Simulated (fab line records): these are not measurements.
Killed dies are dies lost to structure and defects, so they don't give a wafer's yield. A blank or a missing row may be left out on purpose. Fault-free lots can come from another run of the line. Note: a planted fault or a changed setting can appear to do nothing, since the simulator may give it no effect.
The tool behind it: which one? :: flow n5-finfet :: 10 lots, 28 wafers sampled, at 4 steps of a route of 1938

WHAT THE GAUGES SHOWED, per wafer
N5_BEOL_M4_INSPECT_59: inspects for defects (darkfield). Usual: raw-defect-count at 79, with a standard deviation of 25.
lot: L509
measured: day 8 11:39
on: defect-inspect-01
raw-defect-count: 75 102
flag: 

lot: L510
measured: day 8 20:34
on: defect-inspect-01
raw-defect-count: 61 58 54
flag: 

lot: L512
measured: day 9 02:59
on: defect-inspect-01
raw-defect-count: 39 45 86
flag: 

lot: L514
measured: day 9 14:18
on: defect-inspect-01
raw-defect-count: 66 86 53
flag: 

lot: L517
measured: day 10 20:32
on: defect-inspect-02
raw-defect-count: 91 86 73
flag: 

lot: L518
measured: day 10 12:53
on: defect-inspect-02
raw-defect-count: 111 93 77
flag: 

lot: L519
measured: day 10 21:53
on: defect-inspect-01
raw-defect-count: 55 39 58
flag: 

lot: L524
measured: day 11 17:14
on: defect-inspect-02
raw-defect-count: 46 42 43
flag: 

lot: L529
measured: day 13 10:22
on: defect-inspect-01
raw-defect-count: 120 147
flag: 

lot: L531
measured: day 13 14:06
on: defect-inspect-02
raw-defect-count: 56 59 54
flag: 

N5_BEOL_M4_RC_MEAS_101. Usual: CJ_N 4.33, standard deviation 0.1; DIBL_N 36.9 mV/V, standard deviation 1.6; DIBL_P 37.1 mV/V, standard deviation 2; IOFF_N 0.17 nA/um, standard deviation 0.032; IOFF_N_LONG 5.54e-05 nA/um, standard deviation 2.5e-06; IOFF_P 0.22 nA/um, standard deviation 0.036; ION_N 674 uA/um, standard deviation 12; ION_P 463 uA/um, standard deviation 7.8; REXT_N 75.3 ohm.um, standard deviation 1.8; SS_N 71.7 mV/dec, standard deviation 0.63; SS_P 73.5 mV/dec, standard deviation 0.62; VT_N 249 mV, standard deviation 3.3; VT_P -250 mV, standard deviation 3.5.
lot: L509
measured: day 8 11:50
on: prober-01
CJ_N: 4.37 4.41
DIBL_N (mV/V): 36.2 38.1
DIBL_P (mV/V): 35.7 38.2
IOFF_N (nA/um): 0.16 0.20
IOFF_N_LONG (nA/um): 5.75e-05 5.81e-05
IOFF_P (nA/um): 0.21 0.25
ION_N (uA/um): 685 693
ION_P (uA/um): 463 468
REXT_N (ohm.um): 74.1 73.3
SS_N (mV/dec): 72.0 72.9
SS_P (mV/dec): 73.2 74.0
VT_N (mV): 248 245
VT_P (mV): -251 -246
flag: 

lot: L510
measured: day 8 20:54
on: prober-02
CJ_N: 4.38 4.55 4.56
DIBL_N (mV/V): 36.8 36.7 37.8
DIBL_P (mV/V): 37.8 36.2 37.1
IOFF_N (nA/um): 0.15 0.15 0.17
IOFF_N_LONG (nA/um): 5.4e-05 5.56e-05 5.62e-05
IOFF_P (nA/um): 0.27 0.24 0.25
ION_N (uA/um): 664 649 666
ION_P (uA/um): 466 462 466
REXT_N (ohm.um): 77.5 77.3 75.7
SS_N (mV/dec): 71.3 71.9 71.1
SS_P (mV/dec): 73.3 73.0 73.1
VT_N (mV): 252 251 249
VT_P (mV): -245 -247 -244
flag: 

lot: L512
measured: day 9 03:10
on: prober-01
CJ_N: 4.20 4.06 4.26
DIBL_N (mV/V): 38.6 36.9 35.1
DIBL_P (mV/V): 39.4 39.0 35.2
IOFF_N (nA/um): 0.20 0.18 0.14
IOFF_N_LONG (nA/um): 5.27e-05 5.2e-05 5.27e-05
IOFF_P (nA/um): 0.29 0.29 0.21
ION_N (uA/um): 679 689 664
ION_P (uA/um): 469 474 464
REXT_N (ohm.um): 73.3 75.7 73.9
SS_N (mV/dec): 71.8 72.1 71.2
SS_P (mV/dec): 74.3 73.9 73.3
VT_N (mV): 247 249 252
VT_P (mV): -246 -246 -248
flag: 

lot: L514
measured: day 9 14:29
on: prober-02
CJ_N: 4.50 4.28 4.40
DIBL_N (mV/V): 34.2 35.7 35.4
DIBL_P (mV/V): 32.1 35.6 34.8
IOFF_N (nA/um): 0.12 0.14 0.14
IOFF_N_LONG (nA/um): 5.65e-05 5.6e-05 5.67e-05
IOFF_P (nA/um): 0.15 0.20 0.19
ION_N (uA/um): 660 669 672
ION_P (uA/um): 453 458 463
REXT_N (ohm.um): 75.1 75.4 75.5
SS_N (mV/dec): 70.8 70.7 70.8
SS_P (mV/dec): 73.2 73.9 72.8
VT_N (mV): 254 252 251
VT_P (mV): -257 -251 -253
flag: 

lot: L517
measured: day 10 20:43
on: prober-01
CJ_N: 4.45 4.41 4.45
DIBL_N (mV/V): 35.6 35.7 34.7
DIBL_P (mV/V): 37.6 37.9 36.8
IOFF_N (nA/um): 0.16 0.16 0.14
IOFF_N_LONG (nA/um): 5.63e-05 5.63e-05 5.57e-05
IOFF_P (nA/um): 0.21 0.22 0.20
ION_N (uA/um): 676 674 659
ION_P (uA/um): 466 458 459
REXT_N (ohm.um): 78.0 78.8 78.1
SS_N (mV/dec): 71.0 71.9 71.3
SS_P (mV/dec): 73.9 73.2 72.9
VT_N (mV): 250 250 254
VT_P (mV): -249 -252 -252
flag: 

lot: L518
measured: day 10 13:26
on: prober-02
CJ_N: 4.50 4.26 4.45
DIBL_N (mV/V): 35.0 35.6 38.5
DIBL_P (mV/V): 35.4 38.5 39.7
IOFF_N (nA/um): 0.15 0.16 0.21
IOFF_N_LONG (nA/um): 5.58e-05 5.46e-05 5.48e-05
IOFF_P (nA/um): 0.18 0.23 0.26
ION_N (uA/um): 660 687 678
ION_P (uA/um): 451 467 465
REXT_N (ohm.um): 75.7 77.3 75.8
SS_N (mV/dec): 71.0 70.9 71.1
SS_P (mV/dec): 73.3 73.9 74.3
VT_N (mV): 252 250 249
VT_P (mV): -253 -251 -250
flag: 

lot: L519
measured: day 10 22:04
on: prober-01
CJ_N: 4.53 4.31 4.31
DIBL_N (mV/V): 40.8 38.9 39.1
DIBL_P (mV/V): 38.5 37.9 39.2
IOFF_N (nA/um): 0.25 0.20 0.22
IOFF_N_LONG (nA/um): 5.85e-05 5.61e-05 5.71e-05
IOFF_P (nA/um): 0.22 0.21 0.23
ION_N (uA/um): 689 679 700
ION_P (uA/um): 457 457 467
REXT_N (ohm.um): 75.5 75.0 76.1
SS_N (mV/dec): 72.4 71.8 71.7
SS_P (mV/dec): 73.9 74.1 74.0
VT_N (mV): 242 245 244
VT_P (mV): -253 -253 -252
flag: 

lot: L524
measured: day 11 17:25
on: prober-01
CJ_N: 4.36 4.30 4.25
DIBL_N (mV/V): 38.2 37.9 35.0
DIBL_P (mV/V): 39.2 39.5 36.4
IOFF_N (nA/um): 0.21 0.21 0.15
IOFF_N_LONG (nA/um): 5.87e-05 5.79e-05 5.64e-05
IOFF_P (nA/um): 0.25 0.25 0.21
ION_N (uA/um): 688 679 662
ION_P (uA/um): 465 465 457
REXT_N (ohm.um): 74.2 75.3 76.7
SS_N (mV/dec): 72.6 72.9 71.8
SS_P (mV/dec): 74.0 73.4 73.9
VT_N (mV): 247 246 248
VT_P (mV): -244 -249 -252
flag: 

lot: L529
measured: day 13 10:24
on: prober-02
CJ_N: 2.70 4.32
DIBL_N (mV/V): 34.8 35.1
DIBL_P (mV/V): 36.3 33.3
IOFF_N (nA/um): 0.12 0.13
IOFF_N_LONG (nA/um): 4.56e-05 5.28e-05
IOFF_P (nA/um): 0.25 0.20
ION_N (uA/um): 592 666
ION_P (uA/um): 465 462
REXT_N (ohm.um): 85.1 75.9
SS_N (mV/dec): 71.8 71.1
SS_P (mV/dec): 74.1 73.0
VT_N (mV): 257 253
VT_P (mV): -247 -250
flag: OFF

lot: L531
measured: day 13 14:08
on: prober-01
CJ_N: 2.69 4.45 4.34
DIBL_N (mV/V): 33.2 35.1 38.2
DIBL_P (mV/V): 34.9 32.2 36.6
IOFF_N (nA/um): 0.12 0.14 0.19
IOFF_N_LONG (nA/um): 5.26e-05 5.95e-05 5.9e-05
IOFF_P (nA/um): 0.25 0.20 0.27
ION_N (uA/um): 595 667 673
ION_P (uA/um): 472 464 466
REXT_N (ohm.um): 83.2 73.1 74.6
SS_N (mV/dec): 70.4 71.7 72.0
SS_P (mV/dec): 73.7 72.9 73.8
VT_N (mV): 252 253 248
VT_P (mV): -246 -249 -245
flag: OFF

WHAT TOOL EACH LOT RAN ON (gives the tool, then ch and the chambers of the sampled wafers, and finally the start)
lot: L509
N5_SD_EPI_N_SD_RECESS_17: rie-si-05 ch 0,1, day 3 00:34
N5_BEOL_M4_SPUTTER_94: pvd-sputter-02, day 8 10:19

lot: L510
N5_SD_EPI_N_SD_RECESS_17: rie-si-05 ch 0,2,3, day 3 07:31
N5_BEOL_M4_SPUTTER_94: pvd-sputter-01, day 8 19:15

lot: L512
N5_SD_EPI_N_SD_RECESS_17: rie-si-05 ch 1,2, day 3 19:34
N5_BEOL_M4_SPUTTER_94: pvd-sputter-02, day 9 01:41

lot: L514
N5_SD_EPI_N_SD_RECESS_17: rie-si-03 ch 1,2,3, day 4 07:56
N5_BEOL_M4_SPUTTER_94: pvd-sputter-03, day 9 12:40

lot: L517
N5_SD_EPI_N_SD_RECESS_17: rie-si-05 ch 0,3, day 5 02:59
N5_BEOL_M4_SPUTTER_94: pvd-sputter-03, day 10 19:14

lot: L518
N5_SD_EPI_N_SD_RECESS_17: rie-si-05 ch 1,2,3, day 5 06:56
N5_BEOL_M4_SPUTTER_94: pvd-sputter-03, day 10 11:34

lot: L519
N5_SD_EPI_N_SD_RECESS_17: rie-si-03 ch 2,3, day 5 14:34
N5_BEOL_M4_SPUTTER_94: pvd-sputter-01, day 10 20:36

lot: L524
N5_SD_EPI_N_SD_RECESS_17: rie-si-05 ch 0,2,3, day 6 21:19
N5_BEOL_M4_SPUTTER_94: pvd-sputter-01, day 11 15:57

lot: L529
N5_SD_EPI_N_SD_RECESS_17: rie-si-05 ch 0,1, day 8 00:29
N5_BEOL_M4_SPUTTER_94: pvd-sputter-02, day 13 08:48

lot: L531
N5_SD_EPI_N_SD_RECESS_17: rie-si-05 ch 0,1,3, day 8 14:36
N5_BEOL_M4_SPUTTER_94: pvd-sputter-01, day 13 12:49
- N5_SD_EPI_N_SD_RECESS_17: chemistry HBr/Cl2/O2, target depth 41 nm, time 23.7 s, bt time 3 s.
- N5_BEOL_M4_SPUTTER_94: material Cu, target thk 4.5 nm, time 8.29 s.

WHAT THE TOOLS THEMSELVES READ (means of the sampled wafers that have a number; where no wafer has one, the mark that the record gives instead)
N5_SD_EPI_N_SD_RECESS_17. Usual: drypump-motor-current-A 5.7 A, standard deviation 0.48; oes-product-au 0.998 a.u., standard deviation 0.021; throttle-valve-pct 37.1 %, standard deviation 0.35.
lot: L509
tool: rie-si-05
drypump-motor-current-A (A): 5.9
oes-product-au (a.u.): 1.014
throttle-valve-pct (%): 37.0
flag: 

lot: L510
tool: rie-si-05
drypump-motor-current-A (A): 6.0
oes-product-au (a.u.): 0.994
throttle-valve-pct (%): 37.0
flag: 

lot: L512
tool: rie-si-05
drypump-motor-current-A (A): 5.8
oes-product-au (a.u.): 1.005
throttle-valve-pct (%): 36.9
flag: 

lot: L514
tool: rie-si-03
drypump-motor-current-A (A): 5.2
oes-product-au (a.u.): 1.003
throttle-valve-pct (%): 37.1
flag: 

lot: L517
tool: rie-si-05
drypump-motor-current-A (A): 6.1
oes-product-au (a.u.): 1.001
throttle-valve-pct (%): 37.1
flag: 

lot: L518
tool: rie-si-05
drypump-motor-current-A (A): 6.1
oes-product-au (a.u.): 1.004
throttle-valve-pct (%): 37.0
flag: 

lot: L519
tool: rie-si-03
drypump-motor-current-A (A): 5.3
oes-product-au (a.u.): 1.013
throttle-valve-pct (%): 37.2
flag: 

lot: L524
tool: rie-si-05
drypump-motor-current-A (A): 6.0
oes-product-au (a.u.): 0.990
throttle-valve-pct (%): 37.0
flag: 

lot: L529
tool: rie-si-05
drypump-motor-current-A (A): 6.0
oes-product-au (a.u.): 1.010
throttle-valve-pct (%): 37.0
flag: 

lot: L531
tool: rie-si-05
drypump-motor-current-A (A): 6.2
oes-product-au (a.u.): 1.011
throttle-valve-pct (%): 37.1
flag: 

N5_BEOL_M4_SPUTTER_94. Usual: throttle-valve-pct at 29.8 %, with a standard deviation of 1.2.
lot: L509
tool: pvd-sputter-02
throttle-valve-pct (%): 30.5
flag: 

lot: L510
tool: pvd-sputter-01
throttle-valve-pct (%): 28.2
flag: 

lot: L512
tool: pvd-sputter-02
throttle-valve-pct (%): 29.3
flag: 

lot: L514
tool: pvd-sputter-03
throttle-valve-pct (%): 29.4
flag: 

lot: L517
tool: pvd-sputter-03
throttle-valve-pct (%): 29.8
flag: 

lot: L518
tool: pvd-sputter-03
throttle-valve-pct (%): 30.3
flag: 

lot: L519
tool: pvd-sputter-01
throttle-valve-pct (%): 30.1
flag: 

lot: L524
tool: pvd-sputter-01
throttle-valve-pct (%): 31.5
flag: 

lot: L529
tool: pvd-sputter-02
throttle-valve-pct (%): 29.4
flag: 

lot: L531
tool: pvd-sputter-01
throttle-valve-pct (%): 29.3
flag: 

THE ANSWER, worked out from the rows above alone
Rule: a lot counts as off when the mean over its wafers that have a number is more than 3 standard deviations away from the usual mean. Also off: a lot with no number at a reading for which 4 or more lots have one. The other lots that the step has rows for count as sound. Order of review: gauges by route order, followed by the tools' own readings, for which a lot's mean as printed above is used. At the first step where some lot is off, the reading lying furthest off is the one used; lots without a number count as furthest.
Off: L529, L531, seen at N5_BEOL_M4_RC_MEAS_101 (CJ_N).
If a tool, at a process step before that reading, ran all the lots that are off and no sound lot after the first of them, it fits. Gauges at N5_BEOL_M4_RC_MEAS_101: tried the same way as those tools. One candidate fits, namely rie-si-05 at N5_SD_EPI_N_SD_RECESS_17. Its last sound lot is L524 (day 6 21:19), its first lot that is off L529 (day 8 00:29): a fault that began between those two fits.

WHAT HAD BEEN PUT IN BY THE SIMULATOR
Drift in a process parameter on rie-si-05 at N5_SD_EPI_N_SD_RECESS_17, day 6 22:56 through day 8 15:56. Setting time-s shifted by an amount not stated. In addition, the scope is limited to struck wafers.
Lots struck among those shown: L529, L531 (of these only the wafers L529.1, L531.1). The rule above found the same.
